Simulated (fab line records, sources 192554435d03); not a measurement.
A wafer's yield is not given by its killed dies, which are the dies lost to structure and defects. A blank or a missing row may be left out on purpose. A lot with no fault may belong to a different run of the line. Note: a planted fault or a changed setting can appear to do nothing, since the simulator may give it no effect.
Which of the tools did it? + flow n5_finfet + 33 wafers from 11 lots sampled at 5 of the route's 1938 steps

## WHAT THE GAUGES READ, wafer by wafer
N5_BEOL_M14_CD_MEAS_10: the cd target is 250 nm. Usual: cd_nm reads 250.2 nm (standard deviation 1.6).
| lot  | measured     | on        | cd_nm (nm)        | flag |
|------|--------------|-----------|-------------------|------|
| L117 | day 10 23:14 | cd_sem-02 | 248.2 249.4 249.6 |      |
| L118 | day 10 23:30 | cd_sem-02 | 250.2 250.1 248.5 |      |
| L119 | day 11 06:13 | cd_sem-03 | 251.4 254.6 251.5 |      |
| L120 | day 11 13:59 | cd_sem-02 | 247.9 249.6 247.6 |      |
| L122 | day 12 06:25 | cd_sem-03 | 248.9 249.1 249.9 |      |
| L124 | day 13 00:01 | cd_sem-02 | 251.9 251.0 250.3 |      |
| L126 | day 13 18:14 | cd_sem-03 | 273.4 272.1 273.4 | OFF  |
| L127 | day 14 04:13 | cd_sem-01 | 265.1 264.6 263.2 | OFF  |
| L132 | day 14 19:08 | cd_sem-01 | 249.8 249.0 248.4 |      |
| L133 | day 14 21:20 | cd_sem-01 | 251.0 249.5 251.7 |      |
| L135 | day 16 04:11 | cd_sem-03 | 250.2 250.0 252.5 |      |

## TOOL THAT RAN EACH LOT (tool first, then ch and the chambers of the sampled wafers, then the start)
| lot  | N5_BEOL_M13_STRIP_37                 | N5_BEOL_M13_PRE_CLEAN_42     | N5_BEOL_M13_ANNEAL_48            | N5_BEOL_M14_EXPOSE_07             |
|------|--------------------------------------|------------------------------|----------------------------------|-----------------------------------|
| L117 | plasma_asher-01 ch 0,1, day 10 17:22 | pvd_sputter-02, day 10 21:06 | rtp_anneal-01 ch 0, day 10 21:52 | krf_scanner-01 ch 0, day 10 23:04 |
| L118 | plasma_asher-01 ch 0,1, day 10 18:14 | pvd_sputter-02, day 10 21:30 | rtp_anneal-01 ch 0, day 10 22:08 | krf_scanner-02 ch 0, day 10 23:20 |
| L119 | plasma_asher-02 ch 0,1, day 11 00:14 | pvd_sputter-02, day 11 04:10 | rtp_anneal-02 ch 0, day 11 04:48 | krf_scanner-01 ch 0, day 11 06:02 |
| L120 | plasma_asher-02 ch 0,1, day 11 08:25 | pvd_sputter-01, day 11 12:07 | rtp_anneal-01 ch 0, day 11 12:35 | krf_scanner-02 ch 0, day 11 13:49 |
| L122 | plasma_asher-01 ch 0,1, day 11 22:31 | pvd_sputter-01, day 12 04:32 | rtp_anneal-02 ch 0, day 12 05:01 | krf_scanner-01 ch 0, day 12 06:15 |
| L124 | plasma_asher-01 ch 0,1, day 12 20:05 | pvd_sputter-01, day 12 20:33 | rtp_anneal-02 ch 0, day 12 22:37 | krf_scanner-02 ch 0, day 12 23:51 |
| L126 | plasma_asher-01 ch 0,1, day 13 14:29 | pvd_sputter-03, day 13 15:15 | rtp_anneal-01 ch 0, day 13 16:40 | krf_scanner-01 ch 0, day 13 18:04 |
| L127 | plasma_asher-02 ch 0,1, day 14 01:08 | pvd_sputter-02, day 14 02:18 | rtp_anneal-02 ch 0, day 14 02:56 | krf_scanner-01 ch 0, day 14 04:02 |
| L132 | plasma_asher-01 ch 0,1, day 14 16:09 | pvd_sputter-01, day 14 17:11 | rtp_anneal-02 ch 0, day 14 17:51 | krf_scanner-02 ch 0, day 14 18:58 |
| L133 | plasma_asher-01 ch 0, day 14 18:48   | pvd_sputter-02, day 14 19:35 | rtp_anneal-02 ch 0, day 14 20:04 | krf_scanner-02 ch 0, day 14 21:10 |
| L135 | plasma_asher-01 ch 0,1, day 16 00:23 | pvd_sputter-01, day 16 02:14 | rtp_anneal-01 ch 0, day 16 02:43 | krf_scanner-02 ch 0, day 16 04:01 |
- N5_BEOL_M13_STRIP_37: strips in N2/H2.
- N5_BEOL_M13_PRE_CLEAN_42: time 30 s.
- N5_BEOL_M13_ANNEAL_48: time 90 s.
- N5_BEOL_M14_EXPOSE_07: exposes mask V13.

## WHAT THE TOOLS THEMSELVES READ (means of the sampled wafers that have a number; where no wafer has one, the mark that the record gives instead)
N5_BEOL_M13_STRIP_37. Usual: drypump_motor_current_A 5.9 A, standard deviation 0.69; heater_power_w 345 W, standard deviation 20; oes_product_au 0.785 a.u., standard deviation 0.01.
| lot  | tool            | drypump_motor_current_A (A) | heater_power_w (W) | oes_product_au (a.u.) | flag |
|------|-----------------|-----------------------------|--------------------|-----------------------|------|
| L117 | plasma_asher-01 | 5.7                         | 334                | 0.777                 |      |
| L118 | plasma_asher-01 | 5.3                         | 329                | 0.789                 |      |
| L119 | plasma_asher-02 | 6.1                         | 368                | 0.796                 |      |
| L120 | plasma_asher-02 | 6.4                         | 352                | 0.792                 |      |
| L122 | plasma_asher-01 | 5.3                         | 336                | 0.779                 |      |
| L124 | plasma_asher-01 | 5.7                         | 328                | 0.773                 |      |
| L126 | plasma_asher-01 | 5.7                         | 339                | 0.789                 |      |
| L127 | plasma_asher-02 | 6.4                         | 351                | 0.792                 |      |
| L132 | plasma_asher-01 | 5.3                         | 338                | 0.783                 |      |
| L133 | plasma_asher-01 | 6.1                         | 332                | 0.780                 |      |
| L135 | plasma_asher-01 | 5.7                         | 333                | 0.783                 |      |

N5_BEOL_M13_PRE_CLEAN_42. Usual: heater_power_w reads 329 W (standard deviation 31).
| lot  | tool           | heater_power_w (W) | flag |
|------|----------------|--------------------|------|
| L117 | pvd_sputter-02 | 321                |      |
| L118 | pvd_sputter-02 | 344                |      |
| L119 | pvd_sputter-02 | 328                |      |
| L120 | pvd_sputter-01 | 296                |      |
| L122 | pvd_sputter-01 | 340                |      |
| L124 | pvd_sputter-01 | 332                |      |
| L126 | pvd_sputter-03 | 375                |      |
| L127 | pvd_sputter-02 | 326                |      |
| L132 | pvd_sputter-01 | 303                |      |
| L133 | pvd_sputter-02 | 317                |      |
| L135 | pvd_sputter-01 | 306                |      |

N5_BEOL_M13_ANNEAL_48. Usual: wafer_temp_C_max reads 226.0 (standard deviation 0.39).
| lot  | tool          | wafer_temp_C_max | flag |
|------|---------------|------------------|------|
| L117 | rtp_anneal-01 | 226.2            |      |
| L118 | rtp_anneal-01 | 226.4            |      |
| L119 | rtp_anneal-02 | 225.8            |      |
| L120 | rtp_anneal-01 | 226.4            |      |
| L122 | rtp_anneal-02 | 225.8            |      |
| L124 | rtp_anneal-02 | 225.9            |      |
| L126 | rtp_anneal-01 | 226.4            |      |
| L127 | rtp_anneal-02 | 225.6            |      |
| L132 | rtp_anneal-02 | 225.4            |      |
| L133 | rtp_anneal-02 | 225.9            |      |
| L135 | rtp_anneal-01 | 226.3            |      |

N5_BEOL_M14_EXPOSE_07. Usual: exposure_dose_mJ_cm2 reads 57.10 (standard deviation 0.13).
| lot  | tool           | exposure_dose_mJ_cm2 | flag |
|------|----------------|----------------------|------|
| L117 | krf_scanner-01 | 57.18                |      |
| L118 | krf_scanner-02 | 56.97                |      |
| L119 | krf_scanner-01 | 57.22                |      |
| L120 | krf_scanner-02 | 56.99                |      |
| L122 | krf_scanner-01 | 57.20                |      |
| L124 | krf_scanner-02 | 56.95                |      |
| L126 | krf_scanner-01 | 64.82                | OFF  |
| L127 | krf_scanner-01 | 62.06                | OFF  |
| L132 | krf_scanner-02 | 56.99                |      |
| L133 | krf_scanner-02 | 56.99                |      |
| L135 | krf_scanner-02 | 56.89                |      |

## THE ANSWER, worked out from the rows above alone
Rule: lot off if the mean of its wafers having a number is beyond 3 standard deviations from the usual mean. A lot without any number at a reading at which 4 lots or more have one is off too. Where the step has rows for the other lots, those lots are counted as sound. First the gauges in route order, then the tools' own readings, where a lot's mean is used as printed above. The first step at which some lot is off is used, and at that step the reading that is off furthest; a lot without a number counts as furthest.
Off, at N5_BEOL_M14_CD_MEAS_10 on cd_nm: L126, L127.
If a tool, at a process step before that reading, ran all the lots that are off and no sound lot after the first of them, it fits. Not tried: the gauges at N5_BEOL_M14_CD_MEAS_10; whatever is off there is also off at N5_BEOL_M14_EXPOSE_07, on other tools, and gauge error can't account for it. One fits: N5_BEOL_M14_EXPOSE_07 on krf_scanner-01. A fault onset in the window from L122 (day 12 06:15, its last sound lot) to L126 (day 13 18:04, its first lot off) fits.
The tool's own readings at N5_BEOL_M14_EXPOSE_07 bear it out: on the lots that are off they differ by more than 5 times the standard deviation of the sound lots' means. exposure_dose_mJ_cm2 reads 63.44 there against 57.04 on the sound lots.

## WHAT HAD BEEN PUT IN BY THE SIMULATOR
Process parameter drift: krf_scanner-01, from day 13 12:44 on, at N5_BEOL_M14_EXPOSE_07. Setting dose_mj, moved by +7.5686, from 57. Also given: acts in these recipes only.
Struck lots among those shown: L126, L127. The rule above reached the same finding.
